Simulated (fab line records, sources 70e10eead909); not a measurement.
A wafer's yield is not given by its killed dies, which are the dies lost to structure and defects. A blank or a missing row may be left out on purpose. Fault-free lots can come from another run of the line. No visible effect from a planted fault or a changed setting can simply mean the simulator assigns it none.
Matching of chambers || flow nand-harc || NHARC_A_CHANNEL_HOLE_D2_DESCUM_15 on rie-diel-02: 4 sister chambers
The step chemistry O2, time 3 s. 8 wafers are shown with their chamber, then 7 later ones without.

## WAFERS PAIRED WITH THEIR CHAMBERS
{"wafer": "L080.5", "chamber": 0, "oes-product-au (a.u.)": 1.011, "rf-vpp-V (V)": 57.9}
{"wafer": "L084.2", "chamber": 2, "oes-product-au (a.u.)": 0.990, "rf-vpp-V (V)": 57.5}
{"wafer": "L084.6", "chamber": 3, "oes-product-au (a.u.)": 0.985, "rf-vpp-V (V)": 56.3}
{"wafer": "L082.1", "chamber": 2, "oes-product-au (a.u.)": 0.989, "rf-vpp-V (V)": 56.4}
{"wafer": "L082.2", "chamber": 1, "oes-product-au (a.u.)": 1.000, "rf-vpp-V (V)": 57.6}
{"wafer": "L082.4", "chamber": 3, "oes-product-au (a.u.)": 0.995, "rf-vpp-V (V)": 57.1}
{"wafer": "L087.1", "chamber": 1, "oes-product-au (a.u.)": 0.985, "rf-vpp-V (V)": 58.0}
{"wafer": "L087.3", "chamber": 0, "oes-product-au (a.u.)": 1.007, "rf-vpp-V (V)": 57.4}

## WAFERS MISSING THEIR CHAMBER
{"wafer": "L087.6", "oes-product-au (a.u.)": 0.995, "rf-vpp-V (V)": 58.2}
{"wafer": "L091.2", "oes-product-au (a.u.)": 1.023, "rf-vpp-V (V)": 58.2}
{"wafer": "L091.4", "oes-product-au (a.u.)": 1.004, "rf-vpp-V (V)": 57.7}
{"wafer": "L091.6", "oes-product-au (a.u.)": 0.989, "rf-vpp-V (V)": 59.0}
{"wafer": "L095.2", "oes-product-au (a.u.)": 1.013, "rf-vpp-V (V)": 57.6}
{"wafer": "L095.5", "oes-product-au (a.u.)": 0.992, "rf-vpp-V (V)": 57.5}
{"wafer": "L095.6", "oes-product-au (a.u.)": 1.017, "rf-vpp-V (V)": 57.4}

## THE CHAMBER EACH PASSED THROUGH
{"wafer": "L087.6", "from the rows above": "can't be placed: 1 or 0 or 2", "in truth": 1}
{"wafer": "L091.2", "from the rows above": 0, "in truth": 0}
{"wafer": "L091.4", "from the rows above": "can't be placed: 0 or 1 or 2", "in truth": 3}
{"wafer": "L091.6", "from the rows above": "can't be placed: 1 or 2 or 0", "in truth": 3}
{"wafer": "L095.2", "from the rows above": 0, "in truth": 0}
{"wafer": "L095.5", "from the rows above": "can't be placed: 1 or 2 or 3", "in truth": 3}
{"wafer": "L095.6", "from the rows above": 0, "in truth": 0}
Placed correctly: 3 of 7. Cannot be placed on the basis of these rows: 4; the candidates contain the true chamber in 2. 0 placed wrongly.
How it was worked out, from the rows above alone: a wafer's distance from a chamber is the root of the sum, over the readings, of the square of ((its reading less the chamber's mean) divided by the reading's scatter). The wafer belongs to the nearest chamber; if the next one is less than 2 further off, it can't be placed. Each chamber's mean is taken over the wafers shown for it. The scatter is the square root of a quotient: the sum, over the shown wafers, of each reading's squared deviation from its chamber's mean, divided by wafers minus chambers.
